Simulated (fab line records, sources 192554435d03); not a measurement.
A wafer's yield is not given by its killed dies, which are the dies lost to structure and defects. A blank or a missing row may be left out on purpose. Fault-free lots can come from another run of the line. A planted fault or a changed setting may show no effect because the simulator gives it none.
fab line records	flow n5Finfet
[record] lots = 9	wafers = 24	lastDay = 16
route steps=1938 shown SDB@369 DUMMY_REMOVAL@378 HKMG_FIN@388 BEOL_M4@1111 PASSIVATION@1936
lots that met no fault: from a run of the same line without faults
startH: start of the lot's first displayed wafer, in hours after the record's first day	waitH: hours since the lot's step before	" as in the row above	L1.1+2: several wafers, shown together as one row	- no value, or no start given	* or withheld: withheld	< > ~ a bound
route shown NAME@n: NAME is a module with steps in the file, n the number in the route of the first one	usual: average and standard deviation across the fault-free wafers	same: alike in all rows	chamber/n: place in a boat	sites: per-site readings	_std_site: their standard deviation	_edge_site: inner sites' mean taken away from outer sites' mean	radiusMm: how far each site lies from the wafer's centre	mask NAME#n: copy n	behind: the last tool/chamber to shape the wafer	hold: cause of the lot's hold/its duration in hours/its outcome	device: which transistor (n, p or np) failed to switch	end of line: tests run on the same wafers once the route is complete	for a step that has no rows: nothing shown but its recipe	killed: the dies lost at the first sort to structure and to defects; this is not the yield of the wafer	map: a wafer's dies, x killed, . not, _ none there
set.NAME: the setting as run; set.NAME@STEP: as run at that earlier step	model.NAME: the simulator's own value behind a step, which no gauge read
steps of the route over a sample of lots; a table a step, a row a wafer
services: when a tool's chamber went out of use (startH, in hours from the record's first day, below 0 if earlier), for how many hours, and the reason
[[steps]]
[step N5_SDB_CUT_ETCH_26]
[recipe] chemistry = HBr/Cl2/O2	target = Si	targetDepthA = 1296	btTimeS = 20	maskMaterial = SiNx	timeS = 51.8	ionEnergyEv = *	biasW = *	pressureMtorr = 10	icpW = 800	HBr_flow_sccm = 150	Cl2_flow_sccm = 80	O2_flow_sccm = 12
[usual] O2_flow_sccm = 12.00/0.034	chamberPressureMTorr = 10.001/0.0092	drypumpMotorCurrentA = 5.8/0.39	oesProductAu = 0.997/0.013	throttleValvePct = 37.12/0.28
[same] btTimeS = 20
lot.wafer	tool	chamber	startH	waitH	O2_flow_sccm	chamberPressureMTorr	drypumpMotorCurrentA	oesProductAu	rfHoursCounterH	throttleValvePct
L786.2	rieSi-05	1	69.02	0.1	11.99	10.000	6.0	0.985	121	37.04
L786.3	"	2	"	"	12.00	9.998	5.8	1.004	122	37.01
L786.6	"	0	"	"	12.00	9.999	5.8	1.010	-	37.16
L788.2	rieSi-05	2	78.67	0.1	12.00	10.011	5.9	0.998	123	37.01
L788.5	"	0	"	"	11.95	10.006	5.7	1.013	-	37.15
L790.2	rieSi-01	2	92.94	0.1	11.98	10.001	5.5	1.002	5	37.04
L790.6	"	3	"	"	12.03	10.000	5.6	0.986	-	37.41
L792.1	rieSi-06	1	111.08	0.1	12.03	10.017	5.3	1.004	152	37.13
L792.2	"	2	"	"	11.96	9.984	5.0	0.992	39	37.91
L794.1	rieSi-06	3	118.29	0.1	12.01	9.993	5.8	1.011	62	36.94
L794.2	"	1	"	"	12.04	9.997	5.3	1.004	152	37.11
L794.4	"	2	"	"	12.04	10.006	5.0	0.989	39	37.91
L795.1	rieSi-05	2	120.70	0.1	12.00	9.994	5.8	0.996	123	37.01
L795.2	"	3	"	"	11.97	10.013	5.7	0.979	90	37.53
L795.5	"	3	"	"	12.03	9.987	5.7	0.993	-	37.51
L796.1	rieSi-06	3	130.07	0.1	11.98	9.994	5.8	1.006	62	36.94
L796.3	"	1	"	"	11.96	9.998	5.3	1.001	153	37.11
L796.5	"	2	"	"	11.99	10.007	5.0	0.992	-	37.91
L797.3	rieSi-01	3	136.51	0.1	11.97	9.995	5.6	0.994	148	37.39
L797.5	"	3	"	"	12.01	10.011	5.5	0.999	-	37.37
L797.6	"	0	"	"	11.97	9.995	5.5	0.993	-	36.81
L805.4	rieSi-01	3	181.23	0.1	12.03	9.992	5.5	0.988	149	37.38
L805.5	"	0	"	"	11.97	10.008	5.5	0.987	-	36.83
L805.6	"	1	"	"	12.01	9.989	6.6	1.017	-	36.86
[step N5_DUMMY_REMOVAL_STRIP_10]
[recipe] chemistry = N2/H2	timeS = 40	powerW = 100	tempC = 40	pressureMtorr = 100	rfFrequencyHz = 6e+07	biasPowerW = 3	n2FlowSccm = 300	h2FlowSccm = 300
[usual] chamberPressureMTorr = 100.00/0.096	drypumpMotorCurrentA = 5.7/0.56	n2FlowSccm = 300.0/0.85	oesProductAu = 0.81/0.11	rfVppV = 45.4/0.79	showerheadPlenumPTorr = 3.44/0.12	throttleValvePct = 12.18/0.27
lot.wafer	tool	chamber	startH	waitH	chamberPressureMTorr	drypumpMotorCurrentA	n2FlowSccm	oesProductAu	rfHoursCounterH	rfVppV	showerheadPlenumPTorr	throttleValvePct
L786.2	rieDiel-06	1	72.36	0.0	100.05	6.8	299.3	0.71	174	44.8	3.52	12.53
L786.3	"	3	"	"	100.06	6.0	298.4	0.81	110	45.0	3.41	12.08
L786.6	"	2	"	"	99.84	5.6	299.7	0.67	-	45.5	3.35	12.26
L788.2	rieDiel-04	1	81.98	0.0	100.04	4.7	300.3	0.71	219	45.3	3.48	12.18
L788.5	"	3	"	"	99.96	5.5	300.3	0.68	-	46.1	3.47	12.33
L790.2	rieDiel-04	3	97.66	0.0	100.03	5.5	301.0	0.67	248	44.1	3.47	12.34
L790.6	"	0	"	"	99.99	6.5	300.8	0.92	-	45.5	3.44	12.07
L792.1	rieDiel-06	1	114.39	0.0	99.91	6.8	300.3	0.70	189	45.3	3.51	12.55
L792.2	"	3	"	"	99.99	6.0	300.4	0.79	121	44.7	3.41	12.10
L794.1	rieDiel-03	1	121.60	0.0	99.91	5.4	299.2	0.76	168	44.3	3.52	12.48
L794.2	"	0	"	"	100.02	5.9	301.6	0.67	248	44.2	3.17	12.36
L794.4	"	2	"	"	100.07	5.1	299.4	0.71	-	44.9	3.21	12.34
L795.1	rieDiel-04	0	124.30	0.0	100.03	6.5	299.9	0.90	21	44.1	3.43	12.11
L795.2	"	1	"	"	100.08	4.7	299.7	0.71	233	46.0	3.47	12.22
L795.5	"	3	"	"	100.00	5.5	300.9	0.95	-	45.9	3.47	11.73
L796.1	rieDiel-04	1	133.51	0.0	99.91	4.7	298.9	0.71	236	45.7	3.47	12.23
L796.3	"	2	"	"	100.06	5.4	300.8	0.93	12	46.2	3.59	11.94
L796.5	"	3	"	"	99.98	5.5	298.6	0.94	-	45.2	3.47	11.74
L797.3	rieDiel-03	1	140.04	0.0	99.88	5.4	299.3	0.75	174	46.1	3.52	12.45
L797.5	"	3	"	"	100.46	6.2	299.4	0.96	-	44.3	3.61	12.04
L797.6	"	1	"	"	100.16	5.4	300.2	0.76	-	45.6	3.52	12.46
L805.4	rieDiel-04	3	185.10	0.0	100.04	5.5	299.9	0.90	-	43.2	3.46	11.78
L805.5	"	0	"	"	99.93	6.4	300.9	0.87	-	45.9	3.42	12.14
L805.6	"	2	"	"	100.11	5.4	299.3	0.89	-	45.8	3.58	11.98
[step N5_HKMG_FIN_ALD_74]
[recipe] material = La2O3	targetThkA = 5	tempC = 250	aldPrecursorFamily = La-Cp	aldCoReactant = O3	pulseTimeS = 6	coReactantPulseTimeS = 1	purgeTimeS = 3	coReactantPurgeTimeS = 3
[usual] heaterPowerW = 346/31	precursorPulseHeightRel = 1.001/0.022
[same] coReactantPurgeTimeS = 3
lot.wafer	tool	chamber	startH	waitH	heaterPowerW	precursorPulseHeightRel
L786.2	aldHk-03	2	73.28	0.2	335	0.976
L786.3	"	3	"	"	406	0.998
L786.6	"	0	"	"	361	1.031
L788.2	aldHk-01	3	82.90	0.2	331	0.995
L788.5	"	0	"	"	350	1.026
L790.2	aldHk-01	2	98.58	0.2	366	0.979
L790.6	"	1	"	"	332	1.013
L792.1	aldHk-03	0	115.31	0.2	358	1.005
L792.2	"	1	"	"	305	0.981
L794.1	aldHk-01	2	122.52	0.2	359	1.023
L794.2	"	1	"	"	349	1.005
L794.4	"	3	"	"	331	0.979
L795.1	aldHk-02	2	125.27	0.2	345	1.016
L795.2	"	1	"	"	379	0.995
L795.5	"	0	"	"	305	0.994
L796.1	aldHk-03	0	134.49	0.2	364	0.996
L796.3	"	1	"	"	300	0.990
L796.5	"	3	"	"	422	0.959
L797.3	aldHk-03	3	140.96	0.1	411	0.980
L797.5	"	3	"	"	415	1.000
L797.6	"	2	"	"	331	0.960
L805.4	aldHk-02	3	185.99	0.1	339	0.996
L805.5	"	2	"	"	347	1.030
L805.6	"	1	"	"	367	1.013
[step N5_HKMG_FIN_ALD_75]
[recipe] material = Al2O3	targetThkA = 10	tempC = 150	aldPrecursorFamily = TMA	aldCoReactant = H2O	pulseTimeS = withheld	coReactantPulseTimeS = 1
[usual] heaterPowerW = 150/13	precursorPulseHeightRel = 0.999/0.021
lot.wafer	tool	chamber	startH	waitH	heaterPowerW	precursorPulseHeightRel
L786.2	aldHk-03	2	73.36	0.0	147	1.002
L786.3	"	3	"	"	179	1.017
L786.6	"	0	"	"	158	1.026
L788.2	aldHk-01	3	82.97	0.0	145	0.992
L788.5	"	0	"	"	147	0.998
L790.2	aldHk-01	2	98.66	0.0	153	1.017
L790.6	"	1	"	"	143	1.007
L792.1	aldHk-03	0	115.39	0.0	158	0.985
L792.2	"	1	"	"	135	1.005
L794.1	aldHk-01	2	122.60	0.0	152	0.987
L794.2	"	1	"	"	150	1.018
L794.4	"	3	"	"	143	1.012
L795.1	aldHk-02	2	125.35	0.0	148	0.998
L795.2	"	1	"	"	160	0.960
L795.5	"	0	"	"	129	1.056
L796.1	aldHk-03	0	134.56	0.0	157	0.970
L796.3	"	1	"	"	128	0.960
L796.5	"	3	"	"	180	1.005
L797.3	aldHk-03	3	141.04	0.0	183	1.019
L797.5	"	3	"	"	180	0.976
L797.6	"	2	"	"	145	0.991
L805.4	aldHk-02	3	186.07	0.0	146	0.972
L805.5	"	2	"	"	143	0.978
L805.6	"	1	"	"	160	0.985
[step N5_HKMG_FIN_INSPECT_61]
[recipe] mode = adi	inspectInstrument = macro
[usual] rawDefectCount = 2.1/1.4
lot.wafer	tool	chamber	startH	waitH	rawDefectCount
L786.2	defectInspect-01	-	73.88	0.0	0
L786.3	"	-	"	"	2
L786.6	"	-	"	"	2
L788.2	defectInspect-02	-	83.37	0.0	2
L788.5	"	-	"	"	4
L790.2	defectInspect-02	-	99.06	0.0	2
L790.6	"	-	"	"	2
L792.1	defectInspect-02	-	115.91	0.0	1
L792.2	"	-	"	"	0
L794.1	defectInspect-01	-	122.99	0.0	3
L794.2	"	-	"	"	1
L794.4	"	-	"	"	1
L795.1	defectInspect-01	-	125.87	0.0	3
L795.2	"	-	"	"	3
L795.5	"	-	"	"	2
L796.1	defectInspect-02	-	135.09	0.0	4
L796.3	"	-	"	"	1
L796.5	"	-	"	"	2
L797.3	defectInspect-02	-	141.56	0.0	2
L797.5	"	-	"	"	5
L797.6	"	-	"	"	1
L805.4	defectInspect-01	-	186.46	0.0	>300
L805.5	"	-	"	"	2
L805.6	"	-	"	"	2
[step N5_BEOL_M4_RC_MEAS_101]
[usual] DIBL_N = 36.3/1.7	DIBL_P = 36.0/1.9	IOFF_N = 0.156/0.028	IOFF_P = 0.21/0.036	ION_N = 675/11	ION_P = 463/7.8	SS_N = 71.6/0.59	SS_P = 73.2/0.63	VT_N = 250/3.1	VT_P = -251/3.4
lot.wafer	tool	chamber	startH	waitH	DIBL_N[mV/V]	DIBL_P[mV/V]	IOFF_N[nA/um]	IOFF_P[nA/um]	ION_N[uA/um]	ION_P[uA/um]	SS_N[mV/dec]	SS_P[mV/dec]	VT_N[mV]	VT_P[mV]
L786.2	prober-02	0	161.97	0.9	32.5	34.3	0.114	0.16	661	455	71.2	72.2	252	-255
L786.3	"	0	"	"	34.3	35.3	0.124	0.17	671	459	71.5	72.8	251	-252
L786.6	"	0	"	"	35.5	36.1	0.148	0.19	671	457	72.2	73.0	248	-252
L788.2	prober-01	0	175.46	0.2	36.3	36.5	0.166	0.22	681	471	72.3	73.6	250	-249
L788.5	"	0	"	"	35.4	36.5	0.161	0.21	682	468	72.3	72.4	246	-252
L790.2	prober-01	0	193.43	0.2	38.3	36.7	0.177	0.25	682	462	72.0	73.4	245	-245
L790.6	"	0	"	"	36.6	35.7	0.146	0.21	673	465	71.5	73.1	249	-248
L792.1	prober-01	0	204.34	0.0	36.3	37.5	0.164	0.21	691	468	72.1	73.4	250	-250
L792.2	"	0	"	"	37.5	37.5	0.196	0.22	695	465	72.2	74.0	247	-251
L794.1	prober-02	0	204.67	0.0	34.3	33.6	0.128	0.17	674	460	70.8	72.6	253	-251
L794.2	"	0	"	"	34.4	34.0	0.122	0.17	663	451	71.3	73.4	252	-254
L794.4	"	0	"	"	38.4	38.9	0.192	0.25	678	458	72.2	74.0	247	-249
L795.1	prober-02	0	209.78	0.0	37.3	36.2	0.177	0.23	682	471	70.9	73.5	246	-246
L795.2	"	0	"	"	36.5	35.0	0.164	0.20	685	467	71.9	72.8	246	-251
L795.5	"	0	"	"	36.4	34.8	0.154	0.20	675	465	71.1	73.7	248	-251
L796.1	prober-02	0	227.23	0.0	32.8	32.7	0.098	0.14	642	443	70.1	72.1	258	-257
L796.3	"	0	"	"	35.2	34.5	0.137	0.15	668	450	71.6	71.6	250	-257
L796.5	"	0	"	"	35.2	36.2	0.135	0.18	683	463	70.9	72.6	252	-253
L797.3	prober-01	0	230.17	0.3	36.4	35.7	0.143	0.19	666	454	71.9	73.5	252	-253
L797.5	"	0	"	"	35.6	34.7	0.124	0.17	661	454	70.9	73.0	256	-257
L797.6	"	0	"	"	37.5	35.7	0.168	0.19	674	457	72.2	73.5	251	-255
L805.4	prober-02	0	280.73	0.5	34.3	33.0	0.118	0.17	655	451	70.8	72.6	254	-255
L805.5	"	0	"	"	35.0	33.9	0.126	0.17	660	457	71.0	72.8	254	-253
L805.6	"	0	"	"	38.6	39.0	0.200	0.26	683	467	71.6	74.1	245	-248
[step N5_PASSIVATION_PROBE_49]
[usual] defectLimitedYield = 91.5/1.5	killed_at_M0_to_M3 = 30/11	killed_at_M4_up = 13/4.9	killedAtContacts = 14/6.5	killedAtFrontEnd = 40/11	killedAtOther = 3.3/2.7	killedDies = 100/18	killedOnRim = 13/3.8	killedOpen = 67/14	killedShort = 32/7.8	sort_bin_5_function = 5.0/0.97	sort_bin_6_memory = 3.2/0.75	sortNPass = 1080/18	sortYieldPct = 91.5/1.5
[same] grossDies = 1180	killedAtBackSide = 0	sort_bin_4_leakage[%] = 0	sort_bin_8_speed[%] = 0
lot.wafer	tool	chamber	startH	waitH	defectLimitedYield[%]	killed_at_M0_to_M3	killed_at_M4_up	killedAtContacts	killedAtFrontEnd	killedAtOther	killedDies	killedOnRim	killedOpen	killedShort	sort_bin_5_function[%]	sort_bin_6_memory[%]	sortNPass	sortYieldPct[%]
L805.4	prober-01	-	385.06	0.2	88.8	23	17	18	74	0	132	28	57	15	6.4	3.2	1048	88.8
L805.5	prober-01	-	385.11	0.2	91.6	31	14	17	30	7	99	11	65	33	5.0	3.1	1081	91.6
L805.6	prober-01	-	385.16	0.3	93.0	16	9	15	41	2	83	8	59	23	4.7	2.1	1097	93.0
// killed by level:class
L805.4 HKMG_FIN:unspecified=58 MOL_CONTACT_COAG:geometricParticle:open=16 BEOL_M2:geometricParticle:open=7 BEOL_M4:geometricParticle:open=6 FIN_SAQP:geometricParticle:short=4 BEOL_M0_SAQP:geometricParticle:short=4 BEOL_M0_SAQP:geometricParticle:open=4 STI_FIN_REVEAL:geometricParticle:open=3
L805.5 MOL_CONTACT_COAG:geometricParticle:open=13 BEOL_M0_SAQP:geometricParticle:open=12 BEOL_M1:geometricParticle:open=7 BEOL_M2:geometricParticle:open=5 BEOL_M4:geometricParticle:open=5 FIN_SAQP:geometricParticle:open=4 FIN_SAQP:geometricParticle:short=4 BEOL_M0_SAQP:geometricParticle:short=4
L805.6 FIN_SAQP:geometricParticle:open=15 MOL_CONTACT_COAG:geometricParticle:open=15 FIN_SAQP:geometricParticle:short=7 BEOL_M1:geometricParticle:open=7 ILD0:geometricParticle:short=5 BEOL_M2:geometricParticle:open=5 STI_FIN_REVEAL:geometricParticle:open=4 GATE_CUT:geometricParticle:short=3
[[services]]
tool	chamber	startH	hours	kind
rieDiel-04	0	51.32	-	clean
rieDiel-04	0	51.32	-	consumableReplace:focusRing
rieDiel-04	0	51.32	13.0	scheduledDown
rieDiel-04	0	51.32	13.0	ventCycle
rieDiel-03	1	59.88	17.3	repair
rieDiel-03	2	70.11	5.4	repair
rieDiel-04	2	75.18	-	clean
rieDiel-04	2	75.18	-	consumableReplace:focusRing
rieDiel-04	2	75.18	-	consumableReplace:showerhead
rieDiel-04	2	75.18	23.0	scheduledDown
rieDiel-04	2	75.18	23.0	ventCycle
rieSi-05	1	83.51	6.8	repair
aldHk-01	-	88.38	0.2	repair
rieSi-01	0	90.69	2.5	repair
rieDiel-04	3	101.37	-	clean
rieDiel-04	3	101.37	-	consumableReplace:focusRing
rieDiel-04	3	101.37	12.9	scheduledDown
rieDiel-04	3	101.37	12.9	ventCycle
rieDiel-06	3	104.73	4.3	repair
aldHk-01	-	110.81	2.8	pm
aldHk-01	-	115.54	0.7	repair
rieSi-06	0	134.45	1.0	repair
rieDiel-04	1	179.78	2.1	repair
rieSi-01	-	185.75	7.0	repair
[[key]]
[firstSign] step = N5_HKMG_FIN_INSPECT_61	reading = rawDefectCount	direction = up	sigmas = 99+	usual = 2.1	struck = >300
[effect] step = N5_PASSIVATION_PROBE_49	reading = killedAtFrontEnd	direction = up	sigmas = 3.1	usual = 40	struck = 74
[moreKillsBornAt] N5_HKMG_FIN_ALD_75@aldHk-02 = 58
metAt N5_HKMG_FIN_ALD_75
struckLots L805
struckWafers L805.4
notActingAt N5_SDB_CUT_ETCH_26,N5_DUMMY_REMOVAL_STRIP_10,N5_HKMG_FIN_ALD_74
[fault] kind = chamberParticleSource	tool = aldHk-02	chamber = 3	onsetH = 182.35	steps = N5_HKMG_FIN_ALD_75	ratePerVisitCm2 = 0.81978	endH = 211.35
